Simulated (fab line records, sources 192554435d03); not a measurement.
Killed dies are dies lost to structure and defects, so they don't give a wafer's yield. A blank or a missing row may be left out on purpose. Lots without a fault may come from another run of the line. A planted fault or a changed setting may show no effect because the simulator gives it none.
Split-lot experiment | flow n5_finfet | 7 lots, 21 wafers read, on a route of 1938 steps

THE SPLIT
At N5_HKMG_FIN_EXPOSE_46 (exposes mask NDIPOLE), the setting dose_mj was moved away from the recipe's 40 on 9 of the 21 wafers read, by -7.3% to +4.8%. The other wafers ran this setting at the recipe's value.

FROM THE SPLIT TO THE READING: what the file shows between them, 2 steps
- N5_HKMG_FIN_PEB_47: peb time 60 s
- N5_HKMG_FIN_DEVELOP_48: develop time 30 s

THE READING
cd_nm, in nm, at N5_HKMG_FIN_CD_MEAS_49 (target cd 202 nm). Fault-free wafers of this fab line usually give 202.3 nm, standard deviation 0.8 nm.

wafer  | tool, chamber at the split | dose_mj as run | against the recipe | cd_nm, nm | against lot-mates on the recipe
L078.4 | arfi_scanner-01, 0         | 40             | recipe             | 203.7     | -
L078.5 | arfi_scanner-01, 0         | 40             | recipe             | 203.6     | -
L078.6 | arfi_scanner-01, 0         | 40             | recipe             | 203.8     | -
L082.3 | arfi_scanner-03, 0         | 37.09          | -7.3%              | 198.4     | -3.9
L082.4 | arfi_scanner-03, 0         | 40             | recipe             | 202.3     | -
L082.5 | arfi_scanner-03, 0         | 37.09          | -7.3%              | 197.5     | -4.8
L085.2 | arfi_scanner-01, 0         | 38.05          | -4.9%              | 199.5     | no lot-mate on the recipe
L085.3 | arfi_scanner-01, 0         | 38.05          | -4.9%              | 199.8     | no lot-mate on the recipe
L085.5 | arfi_scanner-01, 0         | 38.05          | -4.9%              | 199.3     | no lot-mate on the recipe
L088.2 | arfi_scanner-02, 0         | 40             | recipe             | 202.2     | -
L088.3 | arfi_scanner-02, 0         | 40             | recipe             | 202.0     | -
L088.6 | arfi_scanner-02, 0         | 37.06          | -7.3%              | 198.7     | -3.4
L089.1 | arfi_scanner-01, 0         | 40             | recipe             | 202.9     | -
L089.2 | arfi_scanner-01, 0         | 40             | recipe             | 203.3     | -
L089.5 | arfi_scanner-01, 0         | 37.11          | -7.2%              | 198.7     | -4.4
L091.1 | arfi_scanner-03, 0         | 40             | recipe             | 202.0     | -
L091.3 | arfi_scanner-03, 0         | 40             | recipe             | 202.2     | -
L091.5 | arfi_scanner-03, 0         | 40             | recipe             | 200.6     | -
L093.2 | arfi_scanner-02, 0         | 40             | recipe             | 201.3     | -
L093.5 | arfi_scanner-02, 0         | 41.91          | +4.8%              | 205.2     | +3.9
L093.6 | arfi_scanner-02, 0         | 41.91          | +4.8%              | 206.6     | +5.3

THE FIT
A straight line over all 21 wafers: cd_nm changes by +0.61 nm for each +1% of dose_mj; r = +0.94; the points scatter about the line by 0.85 nm.
The same after taking each lot's own level away (the mean of its wafers on the recipe; 18 wafers): +0.66 nm for each +1%; r = +0.96; scatter 0.71 nm.
On that fit, the largest move of dose_mj shifts the reading by 4.9 nm.
The lots' own levels span 201.30 to 203.70 nm, that is 3.0 times the standard deviation above.
So the lot-to-lot level changes the slope little: the two slopes agree.
Check: with one of the wafers moved furthest among these (-7.3%) left out of the fit, the line predicts -4.86 nm for it against its lot-mates. It came out at -3.4 nm against them.

OTHER SPLITS ON THESE WAFERS
These wafers also went through other splits before the reading. Each is held against what the fit with the lots' levels taken away leaves over:
other split on the same wafers     | wafers away from the commonest value | r with cd_nm (lot level and that fit taken away)
N5_SD_EPI_N_PEB_07 peb_temp_c      | 7                                    | +0.10
N5_SD_EPI_N_ETCH_45 target_depth_a | 10                                   | -0.01
N5_SD_EPI_P_ETCH_36 bias_w         | 5                                    | -0.35

THE FILE'S OWN FIT
cd_nm changes by +0.605 nm for each +1% of dose_mj, r = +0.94.
